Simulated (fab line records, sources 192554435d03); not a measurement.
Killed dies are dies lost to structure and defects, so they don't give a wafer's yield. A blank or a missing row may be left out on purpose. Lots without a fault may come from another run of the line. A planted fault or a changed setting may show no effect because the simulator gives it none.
fab line records | flow n5_finfet
record lots=24 wafers=72 last_day=17
route steps=1938 shown BEOL_M1@825 BEOL_M2@844
lots that met no fault: from a run of the same line without faults
start_h: hours from the record's first day to the start of the lot's first wafer shown | wait_h: hours since the lot's step before | " the same as in the row above | L1.1+2: a row that stands for several wafers | - no value, or no start given | * or withheld: withheld | < > ~ a bound
route shown NAME@n: a module of which the file shows steps, and the number in the route of the first | usual: mean/standard deviation of fault-free wafers | same: alike in all rows | chamber/n: place in a boat | sites: the reading at each site | _std_site: their standard deviation | _edge_site: outer sites' mean less inner sites' | radius_mm: how far each site lies from the wafer's centre | mask NAME#n: copy n | behind: the tool/chamber that last shaped the wafer | hold: why the lot was held/for how many hours/how that ended | device: the transistor (n, p or np) that didn't switch | end of line: the same wafers' tests at the end of the route | a step without rows: its recipe alone | killed: dies lost to structure and defects at the first sort, not the wafer's yield | map: a wafer's dies, x killed, . not, _ none there
set.NAME: the setting as run; set.NAME@STEP: as run at that earlier step | model.NAME: the simulator's own value behind a step, which no gauge read
steps of the route over a sample of lots; a table a step, a row a wafer
services: from which hour (start_h, from the record's first day; less than 0 if before it) a tool's chamber was out of use, for how many hours, and why
## steps
# step N5_BEOL_M1_ANNEAL_91
# recipe temp_c=400 time_s=240 ambient=vacuum
# usual heater_power_w=816/85
# columns lot.wafer tool chamber start_h wait_h heater_power_w
L074.1 pvd_sputter-01 - 126.97 0.0 885
L074.3 " - " " 861
L074.6 " - " " 871
L075.1 pvd_sputter-01 - 143.20 0.0 865
L075.4 " - " " 884
L075.5 " - " " 867
L077.2 pvd_sputter-02 - 154.86 0.0 852
L077.3 " - " " 831
L077.6 " - " " 739
L076.4 pvd_sputter-03 - 156.10 0.1 812
L076.5 " - " " 676
L076.6 " - " " 897
L078.1 pvd_sputter-02 - 157.62 0.0 850
L078.5 " - " " 871
L078.6 " - " " 642
L079.1 pvd_sputter-03 - 158.53 0.0 797
L079.4 " - " " 901
L079.5 " - " " 707
L081.2 pvd_sputter-02 - 167.40 0.0 876
L081.3 " - " " 633
L081.6 " - " " 842
L080.3 pvd_sputter-02 - 176.61 0.0 722
L080.4 " - " " 836
L080.5 " - " " 644
L082.3 pvd_sputter-01 - 182.25 0.0 886
L082.5 " - " " 870
L082.6 " - " " 852
L083.2 pvd_sputter-02 - 184.51 0.0 641
L083.3 " - " " 859
L083.5 " - " " 877
L084.2 pvd_sputter-01 - 193.75 0.0 914
L084.3 " - " " 860
L084.5 " - " " 872
L085.1 pvd_sputter-01 - 201.68 0.0 870
L085.4 " - " " 903
L085.5 " - " " 860
L086.2 pvd_sputter-03 - 205.20 0.0 878
L086.3 " - " " 821
L086.6 " - " " 815
L088.4 pvd_sputter-01 - 212.11 0.0 866
L088.5 " - " " 893
L088.6 " - " " 844
L087.1 pvd_sputter-01 - 217.85 0.0 900
L087.5 " - " " 880
L087.6 " - " " 840
L089.1 pvd_sputter-02 - 219.11 0.0 720
L089.3 " - " " 864
L089.5 " - " " 906
L090.4 pvd_sputter-03 - 222.78 0.0 793
L090.5 " - " " 916
L090.6 " - " " 781
L091.2 pvd_sputter-03 - 236.02 0.0 789
L091.4 " - " " 889
L091.6 " - " " 815
L092.1 pvd_sputter-01 - 237.41 0.0 879
L092.2 " - " " 855
L092.3 " - " " 889
L093.2 pvd_sputter-01 - 240.60 0.0 878
L093.4 " - " " 866
L093.5 " - " " 892
L094.1 pvd_sputter-02 - 243.88 0.0 884
L094.4 " - " " 642
L094.5 " - " " 893
L095.2 pvd_sputter-02 - 252.87 0.0 649
L095.5 " - " " 859
L095.6 " - " " 641
L096.2 pvd_sputter-03 - 265.43 0.0 808
L096.4 " - " " 890
L096.5 " - " " 794
L097.3 pvd_sputter-01 - 268.85 0.0 875
L097.4 " - " " 873
L097.5 " - " " 866
# step N5_BEOL_M1_SPUTTER_96
# recipe material=Cu target_thk_a=45 temp_c=-20 chamber_pressure_pa=0.07 power_w=withheld time_s=8.29
# usual throttle_valve_pct=29.8/1.1
# columns lot.wafer tool chamber start_h wait_h throttle_valve_pct
L074.1 pvd_sputter-01 - 127.55 0.1 30.5
L074.3 " - " " 30.3
L074.6 " - " " 30.5
L075.1 pvd_sputter-01 - 143.78 0.1 28.1
L075.4 " - " " 30.4
L075.5 " - " " 28.1
L077.2 pvd_sputter-02 - 155.44 0.1 30.3
L077.3 " - " " 29.4
L077.6 " - " " 30.5
L076.4 pvd_sputter-03 - 156.65 0.0 30.0
L076.5 " - " " 27.8
L076.6 " - " " 29.2
L078.1 pvd_sputter-02 - 158.20 0.1 28.8
L078.5 " - " " 29.9
L078.6 " - " " 29.9
L079.1 pvd_sputter-03 - 159.11 0.1 30.1
L079.4 " - " " 28.9
L079.5 " - " " 27.3
L081.2 pvd_sputter-02 - 168.03 0.1 30.1
L081.3 " - " " 29.9
L081.6 " - " " 29.1
L080.3 pvd_sputter-02 - 177.19 0.1 30.5
L080.4 " - " " 29.3
L080.5 " - " " 30.1
L082.3 pvd_sputter-01 - 182.83 0.1 28.1
L082.5 " - " " 30.3
L082.6 " - " " 30.7
L083.2 pvd_sputter-02 - 185.09 0.1 30.1
L083.3 " - " " 29.9
L083.5 " - " " 29.9
L084.2 pvd_sputter-01 - 194.33 0.1 28.2
L084.3 " - " " 31.9
L084.5 " - " " 31.8
L085.1 pvd_sputter-01 - 202.26 0.1 30.6
L085.4 " - " " 28.1
L085.5 " - " " 30.7
L086.2 pvd_sputter-03 - 205.78 0.1 29.1
L086.3 " - " " 30.0
L086.6 " - " " 30.1
L088.4 pvd_sputter-01 - 212.69 0.1 31.6
L088.5 " - " " 30.6
L088.6 " - " " 30.3
L087.1 pvd_sputter-01 - 218.43 0.1 28.4
L087.5 " - " " 28.2
L087.6 " - " " 31.7
L089.1 pvd_sputter-02 - 219.69 0.1 30.5
L089.3 " - " " 29.7
L089.5 " - " " 30.0
L090.4 pvd_sputter-03 - 223.36 0.1 29.5
L090.5 " - " " 29.0
L090.6 " - " " 29.8
L091.2 pvd_sputter-03 - 236.60 0.1 29.5
L091.4 " - " " 29.2
L091.6 " - " " 30.4
L092.1 pvd_sputter-01 - 237.99 0.1 27.9
L092.2 " - " " 31.9
L092.3 " - " " 30.4
L093.2 pvd_sputter-01 - 241.18 0.1 30.6
L093.4 " - " " 31.5
L093.5 " - " " 28.2
L094.1 pvd_sputter-02 - 244.46 0.1 29.7
L094.4 " - " " 30.2
L094.5 " - " " 30.0
L095.2 pvd_sputter-02 - 253.45 0.1 30.2
L095.5 " - " " 29.0
L095.6 " - " " 30.1
L096.2 pvd_sputter-03 - 266.01 0.1 30.1
L096.4 " - " " 29.0
L096.5 " - " " 29.3
L097.3 pvd_sputter-01 - 269.43 0.1 28.0
L097.4 " - " " 30.3
L097.5 " - " " 30.1
# step N5_BEOL_M1_CO_CAP_55
# recipe material=Co target_thk_a=20 temp_c=200 precursor=CCTBA/H2 pressure_torr=30 time_s=102.1
# usual heater_power_w=231/33
# columns lot.wafer tool chamber start_h wait_h heater_power_w
L074.1 cvd_co-02 0 128.48 0.0 275
L074.3 " 2 " " 189
L074.6 " 2 " " 186
L075.1 cvd_co-01 2 144.69 0.0 251
L075.4 " 1 " " 243
L075.5 " 0 " " 227
L077.2 cvd_co-01 0 156.44 0.0 221
L077.3 " 2 " " 258
L077.6 " 0 " " 229
L076.4 cvd_co-02 0 157.71 0.0 270
L076.5 " 2 " " 189
L076.6 " 1 " " 182
L078.1 cvd_co-01 2 159.07 0.0 257
L078.5 " 2 " " 252
L078.6 " 1 " " 240
L079.1 cvd_co-02 2 159.99 0.0 191
L079.4 " 0 " " 275
L079.5 " 1 " " 184
L081.2 cvd_co-01 1 168.90 0.0 241
L081.3 " 0 " " 219
L081.6 " 1 " " 250
L080.3 cvd_co-02 1 178.05 0.0 185
L080.4 " 1 " " 181
L080.5 " 2 " " 193
L082.3 cvd_co-02 0 184.86 0.0 273
L082.5 " 1 " " 186
L082.6 " 0 " " 271
L083.2 cvd_co-02 1 186.04 0.0 182
L083.3 " 0 " " 272
L083.5 " 2 " " 187
L084.2 cvd_co-02 2 195.23 0.0 190
L084.3 " 1 " " 182
L084.5 " 2 " " 196
L085.1 cvd_co-02 2 203.24 0.0 195
L085.4 " 1 " " 188
L085.5 " 2 " " 195
L086.2 cvd_co-01 0 206.69 0.0 221
L086.3 " 2 " " 258
L086.6 " 2 " " 255
L088.4 cvd_co-02 2 213.59 0.0 191
L088.5 " 1 " " 175
L088.6 " 0 " " 275
L087.1 cvd_co-01 2 219.30 0.0 247
L087.5 " 1 " " 249
L087.6 " 2 " " 262
L089.1 cvd_co-02 2 220.85 0.0 194
L089.3 " 1 " " 188
L089.5 " 2 " " 195
L090.4 cvd_co-01 0 224.26 0.0 224
L090.5 " 1 " " 246
L090.6 " 2 " " 253
L091.2 cvd_co-01 1 237.47 0.0 240
L091.4 " 1 " " 243
L091.6 " 0 " " 225
L092.1 cvd_co-01 2 238.90 0.0 256
L092.2 " 0 " " 223
L092.3 " 1 " " 240
L093.2 cvd_co-02 0 243.52 0.1 274
L093.4 " 0 " " 272
L093.5 " 0 " " 276
L094.1 cvd_co-02 1 245.62 0.0 185
L094.4 " 0 " " 271
L094.5 " 0 " " 277
L095.2 cvd_co-01 0 254.32 0.0 223
L095.5 " 1 " " 236
L095.6 " 0 " " 225
L096.2 cvd_co-01 0 266.88 0.0 224
L096.4 " 2 " " 258
L096.5 " 0 " " 223
L097.3 cvd_co-01 1 270.30 0.0 238
L097.4 " 1 " " 239
L097.5 " 0 " " 221
# step N5_BEOL_M2_HM_DEP_02
# recipe material=TiN target_thk_a=200 temp_c=25 chamber_pressure_pa=0.49996
# usual throttle_valve_pct=29.6/1.1
# columns lot.wafer tool chamber start_h wait_h throttle_valve_pct
L074.1 pvd_sputter-02 - 131.65 2.8 30.2
L074.3 " - " " 30.3
L074.6 " - " " 30.2
L075.1 pvd_sputter-03 - 147.72 2.7 29.4
L075.4 " - " " 30.0
L075.5 " - " " 27.5
L077.2 pvd_sputter-03 - 157.21 0.4 28.9
L077.3 " - " " 30.0
L077.6 " - " " 30.2
L076.4 pvd_sputter-03 - 159.34 1.3 27.3
L076.5 " - " " 29.4
L076.6 " - " " 30.4
L078.1 pvd_sputter-01 - 159.93 0.5 30.3
L078.5 " - " " 30.2
L078.6 " - " " 28.1
L079.1 pvd_sputter-03 - 160.71 0.3 30.4
L079.4 " - " " 29.9
L079.5 " - " " 27.5
L081.2 pvd_sputter-03 - 170.00 0.7 29.2
L081.3 " - " " 27.4
L081.6 " - " " 28.8
L080.3 pvd_sputter-03 - 178.78 0.4 29.5
L080.4 " - " " 29.2
L080.5 " - " " 30.2
L082.3 pvd_sputter-03 - 185.27 0.0 30.1
L082.5 " - " " 27.7
L082.6 " - " " 30.2
L083.2 pvd_sputter-01 - 188.21 1.8 30.7
L083.3 " - " " 30.4
L083.5 " - " " 28.3
L084.2 pvd_sputter-01 - 195.67 0.0 28.4
L084.3 " - " " 30.5
L084.5 " - " " 28.3
L085.1 pvd_sputter-02 - 203.73 0.1 29.0
L085.4 " - " " 30.0
L085.5 " - " " 29.7
L086.2 pvd_sputter-01 - 209.45 2.4 28.3
L086.3 " - " " 31.9
L086.6 " - " " 30.4
L088.4 pvd_sputter-02 - 214.53 0.6 29.1
L088.5 " - " " 30.9
L088.6 " - " " 29.3
L087.1 pvd_sputter-02 - 220.17 0.5 29.3
L087.5 " - " " 30.3
L087.6 " - " " 29.2
L089.1 pvd_sputter-03 - 225.28 4.0 29.5
L089.3 " - " " 30.2
L089.5 " - " " 29.9
L090.4 pvd_sputter-03 - 225.58 1.0 30.1
L090.5 " - " " 27.7
L090.6 " - " " 29.6
L091.2 pvd_sputter-02 - 238.15 0.3 29.8
L091.4 " - " " 30.2
L091.6 " - " " 30.0
L092.1 pvd_sputter-02 - 241.07 1.8 29.2
L092.2 " - " " 30.0
L092.3 " - " " 30.3
L093.2 pvd_sputter-01 - 245.06 1.1 30.5
L093.4 " - " " 30.4
L093.5 " - " " 31.7
L094.1 pvd_sputter-01 - 247.14 1.1 31.6
L094.4 " - " " 28.2
L094.5 " - " " 29.9
L095.2 pvd_sputter-02 - 256.77 2.1 29.0
L095.5 " - " " 29.4
L095.6 " - " " 30.9
L096.2 pvd_sputter-02 - 267.71 0.5 29.3
L096.4 " - " " 30.4
L096.5 " - " " 30.2
L097.3 pvd_sputter-01 - 271.03 0.4 28.3
L097.4 " - " " 30.5
L097.5 " - " " 27.9
# step N5_BEOL_M2_STRIP_36
# recipe chemistry=N2/H2 power_w=450 temp_c=40 pressure_mtorr=20 rf_frequency_hz=6e+07 overash_fraction=0.3 bias_power_w=7 h2_frac=0.5 n2_flow_sccm=200 h2_flow_sccm=200
# usual drypump_motor_current_A=5.6/0.39 oes_product_au=0.77/0.075 rf_vpp_V=59.0/1.5 showerhead_plenum_p_Torr=2.51/0.077 throttle_valve_pct=23.7/0.44
# columns lot.wafer tool chamber start_h wait_h drypump_motor_current_A oes_product_au rf_hours_counter_h rf_vpp_V showerhead_plenum_p_Torr throttle_valve_pct
L074.1 rie_diel-06 1 135.57 0.0 6.2 0.95 19 60.4 2.49 23.8
L074.3 " 2 " " 5.5 0.76 169 58.7 2.56 24.3
L074.6 " 2 " " 5.5 0.76 - 58.8 2.56 24.3
L075.1 rie_diel-02 2 152.88 0.0 4.8 0.75 169 59.5 2.64 23.6
L075.4 " 3 " " 5.2 0.87 40 58.7 2.50 24.1
L075.5 " 3 " " 5.2 0.87 - 59.9 2.50 24.1
L077.2 rie_diel-04 1 159.24 0.0 5.1 0.78 145 58.3 2.45 24.5
L077.3 " 2 " " 6.0 0.71 202 58.1 2.50 23.2
L077.6 " 1 " " 5.1 0.77 - 59.8 2.45 24.5
L076.4 rie_diel-02 0 162.87 0.0 5.9 0.73 225 57.5 2.61 23.3
L076.5 " 3 " " 5.2 0.86 - 57.5 2.50 24.1
L076.6 " 0 " " 5.9 0.73 - 58.7 2.61 23.3
L078.1 rie_diel-02 1 164.79 0.0 5.7 0.73 194 59.7 2.41 23.2
L078.5 " 0 " " 5.9 0.71 - 59.9 2.61 23.3
L078.6 " 1 " " 5.7 0.73 - 57.9 2.41 23.2
L079.1 rie_diel-02 0 169.63 0.0 5.9 0.74 228 61.9 2.61 23.2
L079.4 " 1 " " 5.6 0.72 - 57.5 2.41 23.2
L079.5 " 0 " " 5.9 0.72 - 56.1 2.61 23.3
L081.2 rie_diel-06 0 174.17 0.0 5.7 0.66 257 58.6 2.51 23.7
L081.3 " 1 " " 6.1 0.91 37 60.0 2.48 23.8
L081.6 " 3 " " 5.5 0.86 - 59.2 2.47 23.5
L080.3 rie_diel-02 3 181.64 0.0 5.2 0.86 48 60.2 2.50 24.1
L080.4 " 2 " " 4.8 0.74 178 60.9 2.64 23.6
L080.5 " 0 " " 5.9 0.71 - 60.4 2.61 23.3
L082.3 rie_diel-06 3 188.59 0.0 5.5 0.85 67 60.8 2.47 23.5
L082.5 " 1 " " 6.2 0.89 - 61.2 2.48 23.8
L082.6 " 3 " " 5.5 0.85 - 59.0 2.47 23.6
L083.2 rie_diel-06 3 191.33 0.0 5.5 0.83 69 58.2 2.46 23.6
L083.3 " 1 " " 6.2 0.89 44 59.7 2.48 23.8
L083.5 " 1 " " 6.2 0.89 - 58.1 2.48 23.8
L084.2 rie_diel-02 0 202.44 0.0 5.9 0.71 236 60.6 2.61 23.2
L084.3 " 3 " " 5.2 0.83 55 59.2 2.50 24.1
L084.5 " 1 " " 5.7 0.71 - 58.0 2.40 23.2
L085.1 rie_diel-02 2 209.58 0.0 4.8 0.73 188 59.2 2.64 23.6
L085.4 " 1 " " 5.6 0.71 209 59.6 2.40 23.2
L085.5 " 3 " " 5.2 0.83 - 57.3 2.50 24.1
L086.2 rie_diel-04 0 212.89 0.0 6.1 0.72 226 60.4 2.62 23.7
L086.3 " 3 " " 5.5 0.78 135 57.8 2.40 22.9
L086.6 " 2 " " 6.0 0.70 - 60.4 2.49 23.2
L088.4 rie_diel-06 2 216.66 0.0 5.5 0.74 190 59.9 2.55 24.3
L088.5 " 1 " " 6.2 0.88 - 60.7 2.47 23.8
L088.6 " 2 " " 5.5 0.74 - 56.8 2.55 24.4
L087.1 rie_diel-02 1 227.40 0.0 5.7 0.70 216 58.4 2.40 23.2
L087.5 " 1 " " 5.7 0.70 - 57.8 2.40 23.2
L087.6 " 0 " " 5.9 0.70 - 59.0 2.60 23.3
L089.1 rie_diel-02 0 228.74 0.0 5.9 0.70 245 60.8 2.60 23.3
L089.3 " 2 " " 4.8 0.74 197 60.5 2.63 23.6
L089.5 " 0 " " 5.9 0.71 - 60.5 2.60 23.3
L090.4 rie_diel-04 3 233.38 0.0 5.5 0.76 141 60.2 2.40 23.0
L090.5 " 2 " " 6.0 0.69 - 60.7 2.49 23.3
L090.6 " 1 " " 5.1 0.75 - 62.1 2.44 24.5
L091.2 rie_diel-06 3 240.92 0.0 5.5 0.83 86 57.3 2.46 23.6
L091.4 " 0 " " 5.7 0.93 18 57.8 2.50 23.5
L091.6 " 1 " " 6.2 0.87 - 55.3 2.47 23.8
L092.1 rie_diel-02 1 252.99 0.0 5.7 0.71 226 58.3 2.40 23.2
L092.2 " 3 " " 5.2 0.80 75 59.5 2.49 24.1
L092.3 " 2 " " 4.8 0.71 207 61.5 2.63 23.6
L093.2 rie_diel-04 0 253.14 0.0 6.1 0.70 238 57.3 2.62 23.7
L093.4 " 2 " " 6.0 0.69 234 59.7 2.48 23.3
L093.5 " 0 " " 6.1 0.71 - 59.5 2.62 23.7
L094.1 rie_diel-06 1 257.10 0.0 6.2 0.85 70 59.7 2.47 23.8
L094.4 " 3 " " 5.5 0.82 - 60.3 2.45 23.6
L094.5 " 1 " " 6.2 0.85 - 58.1 2.47 23.8
L095.2 rie_diel-06 2 259.59 0.0 5.5 0.72 207 56.2 2.54 24.3
L095.5 " 2 " " 5.5 0.73 - 55.9 2.54 24.3
L095.6 " 3 " " 5.5 0.80 - 61.0 2.45 23.6
L096.2 rie_diel-04 3 269.94 0.0 5.5 0.75 154 56.8 2.40 23.0
L096.4 " 1 " " 5.1 0.74 184 56.7 2.43 24.5
L096.5 " 3 " " 5.5 0.73 - 58.2 2.40 23.0
L097.3 rie_diel-06 3 275.06 0.0 5.5 0.80 100 56.7 2.45 23.6
L097.4 " 0 " " 5.7 0.91 27 59.5 2.50 23.5
L097.5 " 1 " " 6.2 0.87 - 59.2 2.47 23.8
# step N5_BEOL_M2_ANNEAL_93
# recipe temp_c=400 time_s=240 ambient=vacuum
# usual heater_power_w=823/75
# columns lot.wafer tool chamber start_h wait_h heater_power_w
L074.1 pvd_sputter-03 - 139.59 0.0 684
L074.3 " - " " 799
L074.6 " - " " 895
L075.1 pvd_sputter-01 - 155.75 0.0 902
L075.4 " - " " 869
L075.5 " - " " 866
L077.2 pvd_sputter-02 - 164.11 0.0 727
L077.3 " - " " 842
L077.6 " - " " 732
L076.4 pvd_sputter-03 - 166.71 0.1 698
L076.5 " - " " 898
L076.6 " - " " 820
L078.1 pvd_sputter-03 - 168.58 0.0 924
L078.5 " - " " 885
L078.6 " - " " 799
L079.1 pvd_sputter-01 - 172.71 0.0 879
L079.4 " - " " 871
L079.5 " - " " 876
L081.2 pvd_sputter-03 - 176.96 0.0 786
L081.3 " - " " 691
L081.6 " - " " 785
L080.3 pvd_sputter-03 - 184.25 0.0 678
L080.4 " - " " 912
L080.5 " - " " 910
L082.3 pvd_sputter-03 - 191.02 0.0 796
L082.5 " - " " 673
L082.6 " - " " 796
L083.2 pvd_sputter-02 - 195.00 0.0 860
L083.3 " - " " 654
L083.5 " - " " 865
L084.2 pvd_sputter-02 - 205.27 0.0 873
L084.3 " - " " 643
L084.5 " - " " 726
L085.1 pvd_sputter-03 - 213.26 0.0 678
L085.4 " - " " 796
L085.5 " - " " 816
L086.2 pvd_sputter-01 - 216.09 0.0 892
L086.3 " - " " 884
L086.6 " - " " 840
L088.4 pvd_sputter-01 - 219.91 0.0 875
L088.5 " - " " 859
L088.6 " - " " 869
L087.1 pvd_sputter-03 - 230.52 0.0 766
L087.5 " - " " 896
L087.6 " - " " 793
L089.1 pvd_sputter-01 - 231.30 0.0 865
L089.3 " - " " 883
L089.5 " - " " 878
L090.4 pvd_sputter-02 - 237.17 0.0 633
L090.5 " - " " 736
L090.6 " - " " 831
L091.2 pvd_sputter-01 - 244.52 0.0 886
L091.4 " - " " 848
L091.6 " - " " 840
L092.1 pvd_sputter-01 - 255.72 0.0 881
L092.2 " - " " 841
L092.3 " - " " 847
L093.2 pvd_sputter-03 - 256.10 0.0 799
L093.4 " - " " 930
L093.5 " - " " 711
L094.1 pvd_sputter-01 - 259.64 0.0 882
L094.4 " - " " 875
L094.5 " - " " 851
L095.2 pvd_sputter-03 - 262.23 0.0 698
L095.5 " - " " 687
L095.6 " - " " 780
L096.2 pvd_sputter-01 - 274.69 0.0 830
L096.4 " - " " 859
L096.5 " - " " 875
L097.3 pvd_sputter-01 - 277.95 0.0 884
L097.4 " - " " 859
L097.5 " - " " 862
## services
# columns tool chamber start_h hours kind
cvd_co-01 2 106.63 3.8 repair
pvd_sputter-01 - 108.92 5.7 repair
cvd_co-02 1 114.67 - clean
cvd_co-02 1 114.67 22.0 scheduled_down
cvd_co-02 1 114.67 22.0 vent_cycle
cvd_co-02 2 117.34 1.5 repair
cvd_co-02 - 133.61 14.6 pm
rie_diel-06 2 148.52 29.0 repair
pvd_sputter-01 - 166.67 1.7 repair
rie_diel-02 3 166.84 4.9 repair
rie_diel-02 - 177.25 2.8 pm
rie_diel-06 0 177.60 - clean
rie_diel-06 0 177.60 - consumable_replace:focus_ring
rie_diel-06 0 177.60 13.5 scheduled_down
rie_diel-06 0 177.60 13.5 vent_cycle
cvd_co-01 - 195.01 0.2 repair
rie_diel-02 0 197.42 3.8 repair
cvd_co-02 0 214.70 22.8 repair
cvd_co-02 2 232.10 17.3 repair
rie_diel-02 0 240.73 - clean
rie_diel-02 0 240.73 - consumable_replace:focus_ring
rie_diel-06 0 247.66 11.7 repair
rie_diel-04 3 275.02 10.0 repair
pvd_sputter-03 - 277.53 2.1 repair
## key
fault none
